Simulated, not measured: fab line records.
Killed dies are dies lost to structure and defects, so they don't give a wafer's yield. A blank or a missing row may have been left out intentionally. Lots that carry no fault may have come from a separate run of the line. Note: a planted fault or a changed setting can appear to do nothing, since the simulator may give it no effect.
Split-lot experiment | flow n5 finfet | 7 lots, 21 wafers read, on a route of 1938 steps

## THE SPLIT
At N5_PASSIVATION_EXPOSE_41 (exposes mask PASS OPEN, defocus 0 nm, target cd 40000 nm), the setting dose mj was moved away from the recipe's 57.25 on 5 of the 21 wafers read, by -6.1% to +7.1%. For the rest of the wafers, this setting stayed at what the recipe calls for.

## FROM THE SPLIT TO THE READING: what the file shows between them, 3 steps
- N5_PASSIVATION_PEB_42
- N5_PASSIVATION_DEVELOP_43: develop time 60 s
- N5_PASSIVATION_HARDBAKE_45: time 120 s

## THE READING
At N5_PASSIVATION_CD_MEAS_44: cd nm in nanometres, against a target cd of 40000 nm. Typical for fault-free wafers on this fab line: 40000 nm, with standard deviation 4.7 nm.

wafer  | tool, chamber at the split | dose mj as run | against the recipe | cd nm, nm | against lot-mates on the recipe
L075.2 | krf scanner-02, 0          | 61.3           | +7.1%              | 40027     | +25
L075.3 | krf scanner-02, 0          | 57.25          | recipe             | 40002     | -
L075.6 | krf scanner-02, 0          | 61.3           | +7.1%              | 40025     | +23
L076.3 | krf scanner-02, 0          | 53.76          | -6.1%              | 39983     | -22
L076.4 | krf scanner-02, 0          | 57.25          | recipe             | 40007     | -
L076.5 | krf scanner-02, 0          | 57.25          | recipe             | 40003     | -
L080.2 | krf scanner-01, 0          | 57.25          | recipe             | 39999     | -
L080.5 | krf scanner-01, 0          | 57.25          | recipe             | 40001     | -
L080.6 | krf scanner-01, 0          | 57.25          | recipe             | 40000     | -
L081.2 | krf scanner-01, 0          | 57.25          | recipe             | 40002     | -
L081.5 | krf scanner-01, 0          | 57.25          | recipe             | 40002     | -
L081.6 | krf scanner-01, 0          | 57.25          | recipe             | 40000     | -
L084.3 | krf scanner-02, 0          | 57.25          | recipe             | 39999     | -
L084.5 | krf scanner-02, 0          | 57.25          | recipe             | 39998     | -
L084.6 | krf scanner-02, 0          | 57.25          | recipe             | 40002     | -
L085.2 | krf scanner-01, 0          | 55.01          | -3.9%              | 39986     | -22
L085.3 | krf scanner-01, 0          | 55.01          | -3.9%              | 39985     | -23
L085.5 | krf scanner-01, 0          | 57.25          | recipe             | 40008     | -
L093.1 | krf scanner-02, 0          | 57.25          | recipe             | 40000     | -
L093.3 | krf scanner-02, 0          | 57.25          | recipe             | 40001     | -
L093.5 | krf scanner-02, 0          | 57.25          | recipe             | 40001     | -

THE FIT
A straight line over all 21 wafers: cd nm changes by +3.48 nm for each +1% of dose mj; r = +0.97; the points scatter about the line by 2.6 nm.
The same after taking each lot's own level away (the mean of its wafers on the recipe; 21 wafers): +3.87 nm for each +1%; r = +0.97; scatter 2.7 nm.
On that fit, the largest move of dose mj shifts the reading by 27 nm.
Across the lots, their own levels run from 39999.7 to 40008.0 nm, a range of 1.8 times the standard deviation given above.
So the lot-to-lot level changes the slope: the two fits differ.
Check: +27.2 nm against its lot-mates is what the line predicts for one of the wafers moved furthest among these (+7.1%) when that wafer is left out of the fit. Against them it came out at +25 nm.

## THESE WAFERS: OTHER SPLITS
These wafers also went through other splits before the reading. Each is held against what the fit with the lots' levels taken away leaves over:
other split on the same wafers | wafers away from the commonest value | r with cd nm (lot level and that fit taken away)
N5_BEOL_M14_EXPOSE_25 dose mj  | 2                                    | -0.05
N5_BEOL_M14_SPUTTER_44 time s  | 4                                    | -0.15
N5_BEOL_M15_SPUTTER_43 power w | 10                                   | +0.07
N5_PASSIVATION_ETCH_59 time s  | 7                                    | +0.41

## FILE'S OWN FIT
cd nm changes by +3.87 nm for each +1% of dose mj, r = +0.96.
